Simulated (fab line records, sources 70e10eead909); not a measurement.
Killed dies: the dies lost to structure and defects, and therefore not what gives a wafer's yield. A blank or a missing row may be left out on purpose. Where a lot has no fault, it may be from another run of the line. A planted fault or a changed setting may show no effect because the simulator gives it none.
Struck lot and sound lot, side by side	flow nand harc	21 out of 1302 route steps
Sound: the wafers L627.1, L627.5, L627.6. Struck: wafers L640.2, L640.4, L640.6. The cause is given at the end.
At each step with rows: each side's tool, then ch and its chambers, then its first start. Under that, the readings that differ: sound wafers	struck wafers	difference of the means	sigmas: that difference in standard deviations of wafers without a fault.
alike: readings whose means differ by less than 2 such deviations, and words and numbers that are the same on both sides. not compared: withheld readings, readings that some wafer has no value for, bounds like >300 that may hide the same value, and numbers for which the record gives no deviation and whose values overlap.
The two part at a step that has a row with sigmas, a row that says differs or no value, or rows on one side only. When numbers do not overlap yet have no deviation, they are printed without sigmas and do not part them. Lack of a reading on every wafer of one side parts them only where that side has two or more wafers.

NHARC_A_SGD_CUT_INSPECT_11:
  sound on defect inspect-02 at day 20 17:16; struck on defect inspect-02 at day 26 03:17
  alike: raw defect count
then, 2 steps without rows for these wafers: NHARC_A_SGD_CUT_DESCUM_14 (chemistry O2, time 3 s); NHARC_A_SGD_CUT_ETCH_58 (etches the open film in CF4, target depth 39 nm, time 65 s).
NHARC_A_SGD_CUT_ETCH_59: etches the open film in N2/H2, target depth 260 nm, time 406.25 s.
  sound on rie diel-12 ch 0,1,2; struck on rie diel-12 ch 1,2
  alike: drypump motor current A, oes product au, rf vpp V, showerhead plenum p Torr, throttle valve pct
  not compared: rf hours counter h
NHARC_A_SGD_CUT_ETCH_15: etches the open film in CH3F/O2, target depth 75 nm, time 64.3 s.
  sound on rie diel-12 ch 0,3; struck on rie diel-12 ch 0,1
  alike: drypump motor current A, oes product au, rf vpp V, showerhead plenum p Torr, throttle valve pct
  not compared: rf hours counter h
NHARC_A_SGD_CUT_ETCH_16: etches the open film in C4F8/O2/Ar, target depth 310.5 nm, time 155.2 s.
  sound on rie diel-12 ch 0,1,2; struck on rie diel-12 ch 1,2,3
reading	sound	struck	difference	sigmas
oes product au (a.u.)	0.968 0.964 0.987	0.929 0.929 0.951	-0.037	-2
  alike: rf vpp V
  not compared: rf hours counter h
then, 6 steps without rows for these wafers: NHARC_A_SGD_CUT_STRIP_60 (strips in C4F8/O2/Ar); NHARC_A_SGD_CUT_STRIP_17 (strips in O2); NHARC_A_SGD_CUT_PRECLEAN_18 (cleans in SC1); NHARC_A_SGD_CUT_SRD_19; NHARC_A_SGD_CUT_DEP_20 (deposits SiO2, target thk 150 nm); NHARC_A_SGD_CUT_ANNEAL_27 (time 1800 s).
NHARC_A_SGD_CUT_CMP_21: polishes, target thk 148.19 nm.
  sound on cmp-04 ch 1,2,3, day 20 23:32; struck on cmp-03 ch 0,2,3, day 26 06:32
  alike: motor current A, time to endpoint s
  not compared: pad life wafers
NHARC_A_SGD_CUT_THK_MEAS_22: measures by ellipsometry.
  sound on film metro-02 at day 20 23:43; struck on film metro-01 at day 26 06:47
  alike: thk nm
then, 2 steps without rows for these wafers: NHARC_A_SGD_CUT_SRD_23; NHARC_A_SGD_CUT_ETCH_26 (etches SiO2 in dHF, target depth 45.8 nm).
NHARC_A_SGD_CUT_ETCHBACK_24: etches the open film in CH3F/O2, target depth 50 nm, time 92.857 s.
  sound on rie diel-04 ch 0,2, day 20 23:59; struck on rie diel-04 ch 1,2,3, day 26 07:01
  alike: drypump motor current A, oes product au, rf vpp V, showerhead plenum p Torr, throttle valve pct
  not compared: rf hours counter h
NHARC_A_SGD_CUT_STRIP_28: strips in O2, time 20 s.
  sound on rie diel-04 ch 0,2,3, day 21 00:07; struck on rie diel-04 ch 1,3
  alike: drypump motor current A, oes product au, rf vpp V, showerhead plenum p Torr, throttle valve pct
  not compared: rf hours counter h
NHARC_A_SGD_CUT_INSPECT_25:
  sound on defect inspect-02 at day 21 00:13; struck on defect inspect-02 at day 26 07:15
reading	sound	struck	difference	sigmas
raw defect count	478 418 393	714 935 736	+365	+4
then, 1 step without rows for these wafers: NHARC_A_SLIT_DEP_25 (deposits SiO2, target thk 200 nm).
-- record jumps: 5 days between struck wafers' starts before vs after; left off in module A_SLIT, resumes in module END, first step shown is number 1302 of the route --
NHARC_END_SORT_01:
  here the record holds rows for the struck wafers (prober-01 ch 0, day 30 23:07) but none for the sound ones

WHERE THEY PART
At NHARC_A_SGD_CUT_ETCH_16 first; at NHARC_END_SORT_01 last (within this record only).

WHY: what the simulator had put in
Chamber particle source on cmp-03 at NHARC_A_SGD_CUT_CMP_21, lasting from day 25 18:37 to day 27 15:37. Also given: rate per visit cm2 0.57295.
